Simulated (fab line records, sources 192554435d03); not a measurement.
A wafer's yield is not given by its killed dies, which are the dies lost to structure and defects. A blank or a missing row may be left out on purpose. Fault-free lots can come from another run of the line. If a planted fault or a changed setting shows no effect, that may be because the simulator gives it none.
The tool behind it: which one? | flow n5_finfet | at 1 step of a route of 1938, 24 lots with 72 wafers sampled

WHAT THE GAUGES READ, wafer by wafer
N5_BEOL_M0_CUTY_OVL_MEAS_58. Usual: M0_ABLK_OVL gives 0.0 nm (standard deviation 0.73).
lot  | measured     | on         | M0_ABLK_OVL (nm) | flag
L075 | day 5 20:20  | overlay-01 | 0.5 0.3 0.6      |
L074 | day 5 23:10  | overlay-02 | 0.5 1.0 0.4      |
L076 | day 6 04:04  | overlay-01 | 0.9 -0.1 0.2     |
L077 | day 6 10:04  | overlay-01 | -1.1 -0.7 0.3    |
L078 | day 6 18:38  | overlay-01 | 0.1 -0.4 -0.7    |
L079 | day 6 23:28  | overlay-01 | -0.5 -0.6 0.0    |
L080 | day 7 04:00  | overlay-01 | -0.4 -0.3 -1.1   |
L081 | day 7 08:24  | overlay-01 | -0.2 -0.1 -0.8   |
L082 | day 7 16:04  | overlay-01 | -0.2 0.9 0.0     |
L083 | day 7 21:04  | overlay-01 | -0.1 0.0 0.3     |
L084 | day 8 12:15  | overlay-02 | 0.4 -0.6 1.1     |
L085 | day 9 00:15  | overlay-02 | 0.9 1.8 -0.7     |
L086 | day 9 06:06  | overlay-02 | -0.7 -0.3 -0.2   |
L087 | day 10 00:10 | overlay-02 | 0.1 -0.5 -0.4    |
L088 | day 10 04:10 | overlay-02 | 1.7 0.3 0.6      |
L089 | day 10 05:18 | overlay-02 | -1.1 -0.4 -0.5   |
L091 | day 10 06:08 | overlay-01 | -0.5 0.9 -0.1    |
L090 | day 10 06:27 | overlay-02 | 0.0 -0.4 -0.5    |
L092 | day 10 11:01 | overlay-01 | 0.3 0.9 1.4      |
L093 | day 10 18:50 | overlay-02 | -1.3 0.0 0.3     |
L094 | day 10 21:01 | overlay-02 | -0.4 0.7 0.6     |
L095 | day 11 07:58 | overlay-02 | -0.4 -0.3 -1.3   |
L096 | day 11 10:36 | overlay-01 | -0.6 -1.1 -0.7   |
L097 | day 11 16:21 | overlay-01 | 0.7 1.3 1.7      |

WHAT TOOL EACH LOT RAN ON (gives the tool, then ch and the chambers of the sampled wafers, and finally the start)
No process step before these readings appears in the record.

WHAT THE TOOLS THEMSELVES READ (means of the sampled wafers that have a number; where no wafer has one, the mark that the record gives instead)
The record holds no such reading with a usual standard deviation.

THE ANSWER, worked out from the rows above alone
Rule: a lot counts as off when the mean over its wafers that have a number is more than 3 standard deviations away from the usual mean. Also off: a lot with no number at a reading for which 4 or more lots have one. Any other lot the step has rows for is counted as sound. Order of review: gauges by route order, followed by the tools' own readings, for which a lot's mean as printed above is used. At the first step where some lot is off, the reading lying furthest off is the one used; lots without a number count as furthest.
Across all readings shown, no lot is off: no conclusion can be drawn from this.

WHAT THE SIMULATOR PUT IN
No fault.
